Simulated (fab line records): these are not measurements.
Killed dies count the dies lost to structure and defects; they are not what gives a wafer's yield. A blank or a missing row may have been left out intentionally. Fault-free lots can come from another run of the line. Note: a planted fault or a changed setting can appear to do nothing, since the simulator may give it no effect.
fab line records    flow nandHarc
record lots=6  wafers=18  lastDay=33
route steps=1302 shown A_WL_FILL@973 A_CONTACT@983 END@1302
lots that met no fault: taken from a fault-free run of the same line
startH: hours from the record's opening day to when the first of the lot's shown wafers began    waitH: time in hours since the lot's previous step    " same as the row above    L1.1+2: a single row standing in for several wafers    - no value present, or no start provided    * or withheld: withheld    < > ~ a bound
route shown NAME@n: a module of which the file shows steps, and the number in the route of the first    usual: mean/standard deviation taken from wafers without a fault    same: alike in all rows    chamber/n: place in a boat    sites: readings site by site    _std_site: the values' standard deviation    _edge_site: the outer-site mean with the inner-site mean subtracted    radiusMm: for every site, how far away it sits from the centre of the wafer    mask NAME#n: copy n    behind: the tool/chamber that last shaped the wafer    hold: what put the lot on hold/how long, in hours/how the hold closed    device: the transistor (n, p or np) that didn't switch    end of line: tests run on the same wafers once the route is complete    a step without rows: its recipe alone    killed: count of dies lost to structure and defects at first sort (not the wafer's yield)    map: shows each die of a wafer: x if killed, . if not, _ if none is there
set.NAME: the setting the step ran with; set.NAME@STEP: the setting that earlier step ran with    model.NAME: the simulator's own value behind a step, which no gauge read
lots seen at some steps along the route; tables by step, rows by wafer
services: the hour from which a tool's chamber was out of use, counted from the record's first day as startH (under 0 if before that day), plus the number of hours and why
## steps
# step NHARC_A_WL_FILL_PRECLEAN_30
# recipe timeS=10  chemistry=dHF
# step NHARC_A_WL_FILL_SRD_14
# step NHARC_A_WL_FILL_ALD_19
# recipe targetThkA=20  pulseTimeS=3  aldCycles=100  tempC=450  material=TiN
# step NHARC_A_WL_FILL_CVD_20
# recipe targetThkA=1000  tempC=400  pressureTorr=40  wf6FlowSccm=40  h2FlowSccm=1600  arFlowSccm=1560  timeS=74  material=W
# step NHARC_A_WL_FILL_CMP_12
# recipe tOverpolishS=30  targetThkNm=100
# step NHARC_A_WL_FILL_SRD_31
# step NHARC_A_WL_FILL_INSPECT_15
# usual rawDefectCount=486/130
lot.wafer  tool              chamber  startH  waitH  rawDefectCount
L461.4     defectInspect-02  -        497.99  0.0    407
L461.5     "                 -        "       "      414
L461.6     "                 -        "       "      333
L465.2     defectInspect-01  -        534.08  0.0    696
L465.4     "                 -        "       "      518
L465.6     "                 -        "       "      630
L464.2     defectInspect-01  -        539.32  0.0    404
L464.5     "                 -        "       "      384
L464.6     "                 -        "       "      380
L474.1     defectInspect-02  -        621.65  0.0    412
L474.2     "                 -        "       "      501
L474.4     "                 -        "       "      487
L478.3     defectInspect-02  -        682.85  0.0    325
L478.4     "                 -        "       "      416
L478.6     "                 -        "       "      454
L482.2     defectInspect-02  -        699.26  0.0    558
L482.4     "                 -        "       "      527
L482.6     "                 -        "       "      608
# step NHARC_A_CONTACT_DEP_24
# recipe targetThkA=5000  tempC=400  pressureTorr=6.5  rfW=900  teosFlowSccm=161.4  flowSccm=2650  targetThkNm=500  gas=O2  material=SiO2
# step NHARC_A_CONTACT_DEP_28
# recipe targetThkA=70000  tempC=400  material=aC
# usual susceptorTempC=400.07/0.21  throttleValvePct=34.999/0.009
lot.wafer  tool       chamber  startH  waitH  susceptorTempC  throttleValvePct
L461.4     aclDep-03  0        505.73  7.1    -               35.016
L461.5     "          0        "       "      -               35.005
L461.6     "          0        "       "      -               35.006
L465.2     aclDep-03  0        535.66  0.8    400.14          34.991
L465.4     "          0        537.08  2.2    400.06          34.995
L465.6     "          0        538.50  3.6    400.24          34.998
L464.2     aclDep-03  0        540.70  0.8    399.91          34.993
L464.5     "          0        542.83  2.9    400.25          34.995
L464.6     "          0        "       "      400.49          35.010
L474.1     aclDep-03  0        627.39  5.1    400.25          34.999
L474.2     "          0        "       "      400.25          35.002
L474.4     "          0        629.53  7.3    400.42          35.000
L478.3     aclDep-01  0        684.94  1.5    400.31          34.980
L478.4     "          0        "       "      400.07          35.010
L478.6     "          0        687.07  3.6    400.16          35.006
L482.2     aclDep-02  0        703.32  3.4    399.99          35.005
L482.4     "          0        704.75  4.9    399.96          35.004
L482.6     "          0        706.17  6.3    400.08          34.993
# step NHARC_A_CONTACT_DEP_29
# recipe targetThkA=1000  targetThkNm=100  tempC=400  pressureTorr=3.5  flowSccm=200  rfW=350  material=SiON
# usual heaterPowerW=700/85  showerheadVppV=1146/39  susceptorTempC=400.02/0.21
lot.wafer  tool      chamber  startH  waitH  heaterPowerW  showerheadVppV  susceptorTempC
L461.4     pecvd-02  2        507.93  1.5    623           1205            399.92
L461.5     "         0        "       "      820           1081            400.15
L461.6     "         1        "       "      719           1163            400.31
L465.2     pecvd-01  1        539.29  2.9    814           1176            400.05
L465.6     "         0        "       "      688           1158            399.56
L465.4     "         1        "       "      828           1171            399.81
L464.2     pecvd-01  1        544.27  2.9    911           1178            399.76
L464.6     "         2        "       "      756           1146            399.64
L464.5     "         0        "       "      687           1143            400.03
L474.2     pecvd-02  1        631.73  2.9    609           1158            400.23
L474.1     "         2        "       "      651           1188            400.11
L474.4     "         2        "       "      653           1199            400.14
L478.3     pecvd-02  0        687.83  2.2    841           1078            400.23
L478.4     "         0        "       "      672           1053            400.19
L478.6     "         1        "       "      659           1166            399.82
L482.2     pecvd-02  0        706.94  2.9    827           1075            399.98
L482.4     "         0        "       "      807           1096            399.98
L482.6     "         1        "       "      636           1133            399.91
# step NHARC_A_CONTACT_DEHYDRATE_32
# recipe tempC=150  timeS=120
# step NHARC_A_CONTACT_HMDS_33
# recipe timeS=30
# step NHARC_A_CONTACT_COAT_34
# recipe tempC=260  timeS=75
# step NHARC_A_CONTACT_COAT_35
# recipe tempC=225  timeS=65
# step NHARC_A_CONTACT_COAT_36
# recipe spinRpm=1500  resistThkNm=90
# step NHARC_A_CONTACT_SOFTBAKE_37
# recipe tempC=105  timeS=55
# step NHARC_A_CONTACT_EBR_38
# step NHARC_A_CONTACT_EXPOSE_39
# recipe na=1.35  sigmaOuter=0.8  doseMj=58.79  maskId=A_CC_3
# step NHARC_A_CONTACT_PEB_40
# recipe pebTempC=100  pebTimeS=65
# step NHARC_A_CONTACT_DEVELOP_41
# recipe developTimeS=35  devTempC=23
# step NHARC_A_CONTACT_CD_MEAS_42
# recipe targetCdNm=300  landingEnergyEv=500
# usual cdNm=300.0/0.42
lot.wafer  tool      chamber  startH  waitH  cdNm
L461.4     cdSem-01  0        508.45  -      300.5
L461.5     "         0        "       "      299.8
L461.6     "         0        "       "      300.4
L465.2     cdSem-01  0        539.96  -      300.4
L465.4     "         0        "       "      300.3
L465.6     "         0        "       "      300.1
L464.2     cdSem-02  0        544.87  -      299.8
L464.5     "         0        "       "      300.0
L464.6     "         0        "       "      299.7
L474.1     cdSem-03  0        632.42  -      300.4
L474.2     "         0        "       "      300.2
L474.4     "         0        "       "      300.1
L478.3     cdSem-01  0        688.53  -      300.1
L478.4     "         0        "       "      300.1
L478.6     "         0        "       "      300.5
L482.2     cdSem-03  0        707.63  -      300.4
L482.4     "         0        "       "      300.6
L482.6     "         0        "       "      300.4
# step NHARC_A_CONTACT_OVL_MEAS_43
# usual overlayXNm=-0.1/0.83  overlayYNm=-0.4/0.58
lot.wafer  tool        chamber  startH  waitH  overlayXNm  overlayYNm
L461.4     overlay-01  -        508.53  -      -1.8        -0.2
L461.5     "           -        "       "      -1.8        0.5
L461.6     "           -        "       "      -1.6        0.1
L465.2     overlay-02  -        540.05  -      0.4         -0.4
L465.4     "           -        "       "      -0.1        -0.3
L465.6     "           -        "       "      0.0         -0.8
L464.2     overlay-01  -        544.96  -      0.5         0.6
L464.5     "           -        "       "      0.8         0.0
L464.6     "           -        "       "      0.6         0.5
L474.1     overlay-01  -        632.51  -      -1.4        -0.3
L474.2     "           -        "       "      -0.7        -0.3
L474.4     "           -        "       "      -1.2        -0.6
L478.3     overlay-02  -        688.61  -      -0.3        -1.2
L478.4     "           -        "       "      -0.2        -0.5
L478.6     "           -        "       "      0.1         -1.4
L482.2     overlay-01  -        707.72  -      -1.1        0.3
L482.4     "           -        "       "      -1.1        0.1
L482.6     "           -        "       "      -0.9        0.2
# step NHARC_A_CONTACT_INSPECT_44
# usual rawDefectCount=87/33
lot.wafer  tool              chamber  startH  waitH  rawDefectCount
L461.4     defectInspect-01  -        508.57  0.0    18
L461.5     "                 -        "       "      20
L461.6     "                 -        "       "      20
L465.2     defectInspect-02  -        540.08  0.0    66
L465.4     "                 -        "       "      63
L465.6     "                 -        "       "      90
L464.2     defectInspect-02  -        544.99  0.0    121
L464.5     "                 -        "       "      106
L464.6     "                 -        "       "      104
L474.1     defectInspect-01  -        632.55  0.0    118
L474.2     "                 -        "       "      109
L474.4     "                 -        "       "      93
L478.3     defectInspect-01  -        688.65  0.0    27
L478.4     "                 -        "       "      34
L478.6     "                 -        "       "      34
L482.2     defectInspect-01  -        707.75  0.0    122
L482.4     "                 -        "       "      117
L482.6     "                 -        "       "      133
# step NHARC_A_CONTACT_DESCUM_47
# recipe timeS=3  o2FlowSccm=200  arFlowSccm=0  biasPowerW=0  chemistry=O2
# step NHARC_A_CONTACT_ETCH_48
# recipe targetDepthA=390  overEtchFrac=0.3  timeS=65  ionEnergyEv=80  cf4FlowSccm=150  arFlowSccm=0  rfW=300  biasW=100  chemistry=CF4
# step NHARC_A_CONTACT_ETCH_49
# recipe targetDepthA=2600  overEtchFrac=0.3  timeS=475.3  ionEnergyEv=200  n2FlowSccm=150  h2FlowSccm=150  arFlowSccm=0  rfW=400  biasW=150  chemistry=N2/H2
# step NHARC_A_CONTACT_ETCH_50
# recipe targetDepthA=1210  timeS=60.5  cf4FlowSccm=100  chf3FlowSccm=30  arFlowSccm=0  rfW=500  biasW=200  chemistry=CF4/CHF3
# step NHARC_A_CONTACT_ETCH_51
# recipe targetDepthA=70000  overEtchFrac=0.3  timeS=1820  ionEnergyEv=150  o2FlowSccm=400  cosFlowSccm=20  arFlowSccm=0  rfW=500  biasW=300  chemistry=O2/COS
# step NHARC_A_CONTACT_ETCH_111
# recipe sourceW=withheld  pressureMtorr=20  biasV=withheld  timeS=140  targetDepthA=7000  arFlowSccm=withheld  c4f8FlowSccm=withheld  o2FlowSccm=withheld  chemistry=C4F8/O2/Ar
# step NHARC_A_CONTACT_ETCH_112
# recipe sourceW=withheld  pressureMtorr=20  biasV=3000  timeS=190  targetDepthA=18500  arFlowSccm=withheld  c4f8FlowSccm=withheld  o2FlowSccm=withheld  chemistry=C4F8/O2/Ar
lot.wafer  tool           chamber  startH  waitH  rfHoursCounterH
L461.4     harCapEtch-03  1        510.75  0.2    -
L461.5     "              0        "       "      -
L461.6     "              1        "       "      -
L465.2     harCapEtch-02  1        542.56  0.2    91
L465.4     "              0        "       "      -
L465.6     "              1        "       "      -
L464.2     harCapEtch-03  1        547.16  0.2    50
L464.6     "              0        "       "      -
L464.5     "              1        "       "      -
L474.2     harCapEtch-01  0        634.62  0.2    20
L474.1     "              1        "       "      20
L474.4     "              0        "       "      -
L478.3     harCapEtch-03  1        690.88  0.2    -
L478.4     "              0        "       "      -
L478.6     "              0        "       "      -
L482.2     harCapEtch-03  1        709.86  0.2    78
L482.4     "              1        "       "      -
L482.6     "              1        "       "      -
# step NHARC_A_CONTACT_ETCH_113
# recipe sourceW=withheld  pressureMtorr=20  biasV=3000  timeS=190  targetDepthA=18500  arFlowSccm=withheld  c4f8FlowSccm=withheld  o2FlowSccm=withheld  chemistry=C4F8/O2/Ar
# step NHARC_A_CONTACT_ETCH_114
# recipe sourceW=withheld  pressureMtorr=20  biasV=3000  timeS=190  targetDepthA=18500  arFlowSccm=withheld  c4f8FlowSccm=withheld  o2FlowSccm=withheld  chemistry=C4F8/O2/Ar
# step NHARC_A_CONTACT_ETCH_115
# recipe sourceW=withheld  pressureMtorr=20  biasV=3000  timeS=190  targetDepthA=18500  arFlowSccm=withheld  c4f8FlowSccm=withheld  o2FlowSccm=withheld  chemistry=C4F8/O2/Ar
# step NHARC_A_CONTACT_ETCH_116
# recipe sourceW=withheld  pressureMtorr=20  biasV=3000  timeS=190  targetDepthA=18500  arFlowSccm=withheld  c4f8FlowSccm=withheld  o2FlowSccm=withheld  chemistry=C4F8/O2/Ar
lot.wafer  tool           chamber  startH  waitH  rfHoursCounterH
L461.4     harCapEtch-03  1        511.43  0.1    -
L461.5     "              0        "       "      -
L461.6     "              1        "       "      -
L465.2     harCapEtch-02  1        543.25  0.1    92
L465.4     "              0        "       "      -
L465.6     "              1        "       "      -
L464.2     harCapEtch-03  1        547.84  0.1    50
L464.6     "              0        "       "      -
L464.5     "              1        "       "      -
L474.2     harCapEtch-01  0        635.30  0.1    21
L474.1     "              1        "       "      21
L474.4     "              0        "       "      -
L478.3     harCapEtch-03  1        691.79  0.2    -
L478.4     "              0        "       "      -
L478.6     "              0        "       "      -
L482.2     harCapEtch-03  1        710.56  0.1    79
L482.4     "              1        "       "      -
L482.6     "              1        "       "      -
# step NHARC_A_CONTACT_ETCH_117
# recipe sourceW=withheld  pressureMtorr=20  biasV=3000  timeS=190  targetDepthA=18500  arFlowSccm=withheld  c4f8FlowSccm=withheld  o2FlowSccm=withheld  chemistry=C4F8/O2/Ar
lot.wafer  tool           chamber  startH  waitH  rfHoursCounterH
L461.4     harCapEtch-03  1        511.60  0.1    -
L461.5     "              0        "       "      -
L461.6     "              1        "       "      -
L465.2     harCapEtch-02  1        543.42  0.1    92
L465.4     "              0        "       "      -
L465.6     "              1        "       "      -
L464.2     harCapEtch-03  1        548.01  0.1    51
L464.6     "              0        "       "      -
L464.5     "              1        "       "      -
L474.2     harCapEtch-01  0        635.47  0.1    21
L474.1     "              1        "       "      21
L474.4     "              0        "       "      -
L478.3     harCapEtch-03  1        692.02  0.2    -
L478.4     "              0        "       "      -
L478.6     "              0        "       "      -
L482.2     harCapEtch-03  1        710.73  0.1    79
L482.4     "              1        "       "      -
L482.6     "              1        "       "      -
# step NHARC_A_CONTACT_ETCH_118
# recipe sourceW=withheld  pressureMtorr=20  biasV=3000  timeS=190  targetDepthA=18500  arFlowSccm=withheld  c4f8FlowSccm=withheld  o2FlowSccm=withheld  chemistry=C4F8/O2/Ar
# step NHARC_A_CONTACT_ETCH_119
# recipe sourceW=withheld  pressureMtorr=20  biasV=3000  timeS=190  targetDepthA=18500  arFlowSccm=withheld  c4f8FlowSccm=withheld  o2FlowSccm=withheld  chemistry=C4F8/O2/Ar
lot.wafer  tool           chamber  startH  waitH  rfHoursCounterH
L461.4     harCapEtch-03  1        511.95  0.1    -
L461.5     "              0        "       "      -
L461.6     "              1        "       "      -
L465.2     harCapEtch-02  1        543.76  0.1    92
L465.4     "              0        "       "      -
L465.6     "              1        "       "      -
L464.2     harCapEtch-03  1        548.35  0.1    51
L464.6     "              0        "       "      -
L464.5     "              1        "       "      -
L474.2     harCapEtch-01  0        635.82  0.1    21
L474.1     "              1        "       "      21
L474.4     "              0        "       "      -
L478.3     harCapEtch-03  1        692.47  0.2    -
L478.4     "              0        "       "      -
L478.6     "              0        "       "      -
L482.2     harCapEtch-03  1        711.07  0.1    79
L482.4     "              1        "       "      -
L482.6     "              1        "       "      -
# step NHARC_A_CONTACT_ETCH_120
# recipe sourceW=withheld  pressureMtorr=20  biasV=3000  timeS=190  targetDepthA=18500  arFlowSccm=withheld  c4f8FlowSccm=withheld  o2FlowSccm=withheld  chemistry=C4F8/O2/Ar
# step NHARC_END_SORT_01
# recipe tempC=25
# usual killedAtArray=59/19  killedAtOther=0.6/0.85  killedAtPeriphery=3.8/2.5  killedDies=64/19  killedOpen=3.3/1.8  killedShort=2.2/1.6
# same grossDies=677
lot.wafer  tool       chamber  startH  waitH  hold                   killedAtArray  killedAtOther  killedAtPeriphery  killedDies  killedOpen  killedShort
L461.4     prober-01  0        579.48  3.4    -                      25             0              2                  27          1           3
L461.5     prober-01  0        580.28  3.7    -                      30             1              4                  35          4           2
L461.6     prober-01  0        581.08  4.0    -                      19             0              6                  25          0           3
L465.2     prober-02  0        606.70  2.8    awaitDispo/1.6h/scrap  676            0              1                  677         2           0
L465.4     prober-02  0        608.30  3.4    awaitDispo/1.6h/scrap  672            0              5                  677         1           1
L465.6     prober-02  0        609.89  4.0    awaitDispo/1.6h/scrap  675            0              2                  677         5           2
L464.2     prober-01  0        617.81  2.8    awaitDispo/2.8h/scrap  675            0              2                  677         4           0
L464.5     prober-01  0        620.19  3.7    awaitDispo/2.8h/scrap  668            1              8                  677         5           2
L464.6     prober-01  0        620.99  4.0    awaitDispo/2.8h/scrap  673            0              4                  677         2           3
L474.1     prober-01  0        700.29  2.5    -                      78             1              3                  82          1           4
L474.2     prober-01  0        701.09  2.8    -                      65             0              3                  68          4           0
L474.4     prober-01  0        702.70  3.4    -                      64             1              1                  66          4           1
L478.3     prober-02  0        766.57  3.1    -                      21             1              2                  24          1           1
L478.4     prober-02  0        767.37  3.4    -                      35             1              2                  38          3           0
L478.6     prober-02  0        768.97  4.0    -                      37             1              2                  40          3           2
# killed by level:class
L461.4 A_CHANNEL_HOLE_D2:chamberFilmFlake=5 A_SLIT:chamberFilmFlake=4 A_CONTACT:chamberFilmFlake=3 P_GATE:chamberFilmFlake=2 A_CHANNEL_HOLE_D1:chamberFilmFlake=2 A_STAIRCASE:chamberFilmFlake=2 A_WL_FILL:chamberFilmFlake=2 A_M0:chamberFilmFlake=2
L461.5 A_CHANNEL_HOLE_D2:chamberFilmFlake=9 A_STAIRCASE:chamberFilmFlake=4 A_CHANNEL_HOLE_D1:chamberFilmFlake=3 A_CONTACT:chamberFilmFlake=3 A_M0:geometricParticle:open=2 P_ZERO_WELL:chamberFilmFlake=2 A_WL_FILL:chamberFilmFlake=2 A_M0:chamberFilmFlake=2
L461.6 A_CHANNEL_HOLE_D2:chamberFilmFlake=8 P_GATE:chamberFilmFlake=5 A_WL_FILL:chamberFilmFlake=3 A_STAIRCASE:chamberFilmFlake=2 A_ONON_D1:geometricParticle:short=1 A_ONON_D2:geometricParticle:short=1 A_BLC:geometricParticle:short=1 P_CONTACT:chamberFilmFlake=1
L465.2 A_CONTACT:areaDep=627 A_CHANNEL_HOLE_D1:chamberFilmFlake=26 A_CHANNEL_HOLE_D2:chamberFilmFlake=9 A_CONTACT:chamberFilmFlake=4 A_SLIT:chamberFilmFlake=3 A_M0:chamberFilmFlake=3 A_STAIRCASE:chamberFilmFlake=2 A_CHANNEL_FILL_D1:geometricParticle:open=1
L465.4 A_CONTACT:areaDep=630 A_CHANNEL_HOLE_D1:chamberFilmFlake=22 A_CHANNEL_HOLE_D2:chamberFilmFlake=11 A_CONTACT:chamberFilmFlake=3 P_BONDPAD:chamberFilmFlake=2 A_SLIT:chamberFilmFlake=2 A_CHANNEL_FILL_D2:geometricParticle:open=1 A_CHANNEL_FILL_D2:geometricParticle:short=1
L465.6 A_CONTACT:areaDep=608 A_CHANNEL_HOLE_D1:chamberFilmFlake=36 A_CHANNEL_HOLE_D2:chamberFilmFlake=15 A_CONTACT:chamberFilmFlake=4 A_M0:chamberFilmFlake=4 A_ONON_D1:geometricParticle:open=2 A_BLC:geometricParticle:open=2 A_SLIT:chamberFilmFlake=2
L464.2 A_CONTACT:areaDep=608 A_CHANNEL_HOLE_D2:chamberFilmFlake=28 A_SLIT:chamberFilmFlake=25 A_CHANNEL_HOLE_D1:chamberFilmFlake=4 A_CONTACT:chamberFilmFlake=3 A_CHANNEL_HOLE_D2:geometricParticle:open=2 P_GATE:chamberFilmFlake=2 A_SGD_CUT:chamberFilmFlake=2
L464.5 A_CONTACT:areaDep=591 A_CHANNEL_HOLE_D2:chamberFilmFlake=31 A_SLIT:chamberFilmFlake=28 A_CONTACT:chamberFilmFlake=8 P_GATE:chamberFilmFlake=5 A_CHANNEL_HOLE_D1:chamberFilmFlake=3 A_SGD_CUT:chamberFilmFlake=2 P_GATE:geometricParticle:open=1
L464.6 A_CONTACT:areaDep=611 A_CHANNEL_HOLE_D2:chamberFilmFlake=26 A_SLIT:chamberFilmFlake=24 A_CONTACT:chamberFilmFlake=4 P_GATE:chamberFilmFlake=3 A_CHANNEL_FILL_D2:geometricParticle:short=2 A_STAIRCASE:chamberFilmFlake=2 P_M0:geometricParticle:short=1
L474.1 A_CHANNEL_HOLE_D1:chamberFilmFlake=38 A_SLIT:chamberFilmFlake=29 A_CONTACT:chamberFilmFlake=3 P_GATE:chamberFilmFlake=2 A_CHANNEL_FILL_D1:chamberFilmFlake=2 A_CHANNEL_FILL_D1:geometricParticle:short=1 A_ONON_D2:geometricParticle:open=1 A_ONON_D2:geometricParticle:short=1
L474.2 A_SLIT:chamberFilmFlake=39 A_CHANNEL_HOLE_D1:chamberFilmFlake=21 A_CONTACT:chamberFilmFlake=2 P_STI:geometricParticle:open=1 P_GATE:geometricParticle:open=1 A_CHANNEL_FILL_D1:geometricParticle:open=1 A_CONTACT:geometricParticle:open=1 A_STAIRCASE:chamberFilmFlake=1
L474.4 A_CHANNEL_HOLE_D1:chamberFilmFlake=30 A_SLIT:chamberFilmFlake=26 A_STAIRCASE:chamberFilmFlake=2 A_CONTACT:chamberFilmFlake=2 P_ZERO_WELL:geometricParticle:short=1 A_CHANNEL_FILL_D1:geometricParticle:open=1 A_ONON_D2:geometricParticle:open=1 A_BLC:geometricParticle:open=1
L478.3 A_CHANNEL_HOLE_D1:chamberFilmFlake=15 A_SLIT:chamberFilmFlake=3 P_GATE:geometricParticle:open=1 STARTING-WAFER:geometricParticle:short=1 P_GATE:chamberFilmFlake=1 A_ZERO_WELL:chamberFilmFlake=1 A_DECK1_JOINT:chamberFilmFlake=1 A_STAIRCASE:chamberFilmFlake=1
L478.4 A_CHANNEL_HOLE_D1:chamberFilmFlake=9 A_SLIT:chamberFilmFlake=7 A_DECK1_JOINT:chamberFilmFlake=6 A_STAIRCASE:chamberFilmFlake=3 A_CONTACT:chamberFilmFlake=3 A_M1:chamberFilmFlake=3 P_CONTACT:geometricParticle:open=1 A_CONTACT:geometricParticle:open=1
L478.6 A_CHANNEL_HOLE_D1:chamberFilmFlake=11 A_SLIT:chamberFilmFlake=10 A_STAIRCASE:chamberFilmFlake=5 A_M1:chamberFilmFlake=3 A_CONTACT:chamberFilmFlake=2 P_CONTACT:geometricParticle:open=1 A_CHANNEL_HOLE_D1:geometricParticle:open=1 A_CHANNEL_FILL_D2:geometricParticle:open=1
# map L464.2 (x killed, . not)
____________x____________
_________xxxxxxx_________
_______xxxxxxxxxxx_______
______xxxxxxxxxxxxx______
_____xxxxxxxxxxxxxxx_____
____xxxxxxxxxxxxxxxxx____
____xxxxxxxxxxxxxxxxx____
___xxxxxxxxxxxxxxxxxxx___
___xxxxxxxxxxxxxxxxxxx___
__xxxxxxxxxxxxxxxxxxxxx__
__xxxxxxxxxxxxxxxxxxxxx__
_xxxxxxxxxxxxxxxxxxxxxxx_
_xxxxxxxxxxxxxxxxxxxxxxx_
_xxxxxxxxxxxxxxxxxxxxxxx_
_xxxxxxxxxxxxxxxxxxxxxxx_
_xxxxxxxxxxxxxxxxxxxxxxx_
xxxxxxxxxxxxxxxxxxxxxxxxx
xxxxxxxxxxxxxxxxxxxxxxxxx
xxxxxxxxxxxxxxxxxxxxxxxxx
xxxxxxxxxxxxxxxxxxxxxxxxx
xxxxxxxxxxxxxxxxxxxxxxxxx
_xxxxxxxxxxxxxxxxxxxxxxx_
_xxxxxxxxxxxxxxxxxxxxxxx_
_xxxxxxxxxxxxxxxxxxxxxxx_
_xxxxxxxxxxxxxxxxxxxxxxx_
_xxxxxxxxxxxxxxxxxxxxxxx_
__xxxxxxxxxxxxxxxxxxxxx__
__xxxxxxxxxxxxxxxxxxxxx__
___xxxxxxxxxxxxxxxxxxx___
___xxxxxxxxxxxxxxxxxxx___
____xxxxxxxxxxxxxxxxx____
____xxxxxxxxxxxxxxxxx____
_____xxxxxxxxxxxxxxx_____
______xxxxxxxxxxxxx______
_______xxxxxxxxxxx_______
_________xxxxxxx_________
____________x____________
# map L465.2 (x killed, . not)
____________x____________
_________xxxxxxx_________
_______xxxxxxxxxxx_______
______xxxxxxxxxxxxx______
_____xxxxxxxxxxxxxxx_____
____xxxxxxxxxxxxxxxxx____
____xxxxxxxxxxxxxxxxx____
___xxxxxxxxxxxxxxxxxxx___
___xxxxxxxxxxxxxxxxxxx___
__xxxxxxxxxxxxxxxxxxxxx__
__xxxxxxxxxxxxxxxxxxxxx__
_xxxxxxxxxxxxxxxxxxxxxxx_
_xxxxxxxxxxxxxxxxxxxxxxx_
_xxxxxxxxxxxxxxxxxxxxxxx_
_xxxxxxxxxxxxxxxxxxxxxxx_
_xxxxxxxxxxxxxxxxxxxxxxx_
xxxxxxxxxxxxxxxxxxxxxxxxx
xxxxxxxxxxxxxxxxxxxxxxxxx
xxxxxxxxxxxxxxxxxxxxxxxxx
xxxxxxxxxxxxxxxxxxxxxxxxx
xxxxxxxxxxxxxxxxxxxxxxxxx
_xxxxxxxxxxxxxxxxxxxxxxx_
_xxxxxxxxxxxxxxxxxxxxxxx_
_xxxxxxxxxxxxxxxxxxxxxxx_
_xxxxxxxxxxxxxxxxxxxxxxx_
_xxxxxxxxxxxxxxxxxxxxxxx_
__xxxxxxxxxxxxxxxxxxxxx__
__xxxxxxxxxxxxxxxxxxxxx__
___xxxxxxxxxxxxxxxxxxx___
___xxxxxxxxxxxxxxxxxxx___
____xxxxxxxxxxxxxxxxx____
____xxxxxxxxxxxxxxxxx____
_____xxxxxxxxxxxxxxx_____
______xxxxxxxxxxxxx______
_______xxxxxxxxxxx_______
_________xxxxxxx_________
____________x____________
## services
tool           chamber  startH  hours  kind
pecvd-01       1        484.64  6.0    repair
aclDep-03      -        485.00  13.0   pm
pecvd-01       -        492.21  13.0   pm
harCapEtch-01  -        497.00  17.0   pm
harCapEtch-01  0        497.00  17.0   ventCycle
harCapEtch-01  1        497.00  17.0   ventCycle
aclDep-01      -        512.51  1.4    repair
harCapEtch-01  0        514.00  -      clean
harCapEtch-01  1        514.00  -      clean
aclDep-03      -        518.10  0.4    repair
harCapEtch-02  -        533.87  0.6    repair
pecvd-02       0        545.78  22.0   repair
pecvd-02       1        551.98  4.4    repair
aclDep-01      -        554.34  13.0   pm
aclDep-03      -        579.38  4.1    repair
pecvd-02       -        589.43  13.0   pm
pecvd-02       0        589.43  13.0   ventCycle
pecvd-02       1        589.43  13.0   ventCycle
pecvd-02       2        589.43  13.0   ventCycle
aclDep-02      -        612.56  13.0   pm
pecvd-01       -        636.35  0.5    repair
harCapEtch-03  -        653.46  0.8    repair
aclDep-03      -        667.72  13.0   pm
pecvd-01       -        673.21  13.0   pm
## key
firstSign step=NHARC_END_SORT_01  reading=killedDies  direction=up  sigmas=33  usual=64  struck=677
effect step=NHARC_END_SORT_01  reading=killedAtArray  direction=up  sigmas=33  usual=59  struck=673
moreKillsBornAt NHARC_A_CONTACT_DEP_28@aclDep-03=3675
metAt NHARC_A_CONTACT_DEP_28
struckWafers L464.2,L464.5,L464.6,L465.2,L465.4,L465.6
laterRowsLeftOut L464.2,L464.5,L464.6,L465.2,L465.4,L465.6
testerLeftOut L464,L465
alsoFits NHARC_A_CONTACT_DEP_29:pecvd-01
fault kind=processParameterDrift  tool=aclDep-03  chamber=0  onsetH=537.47  steps=NHARC_A_CONTACT_DEP_28  channel=targetThkA  offset=*  shape=step  endH=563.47  actsIn=*  stated=*
# testerLeftOut: of these lots the tester's yield and bins aren't shown, on N5 and GAA mostly nor the transistor test; their killed dies are dies lost to structure and defects alone, not to doping, threshold or leakage, so they don't give the yield
# laterRowsLeftOut: the simulator's readings of these wafers behind a module that went badly wrong aren't trusted and aren't shown, but for the sort
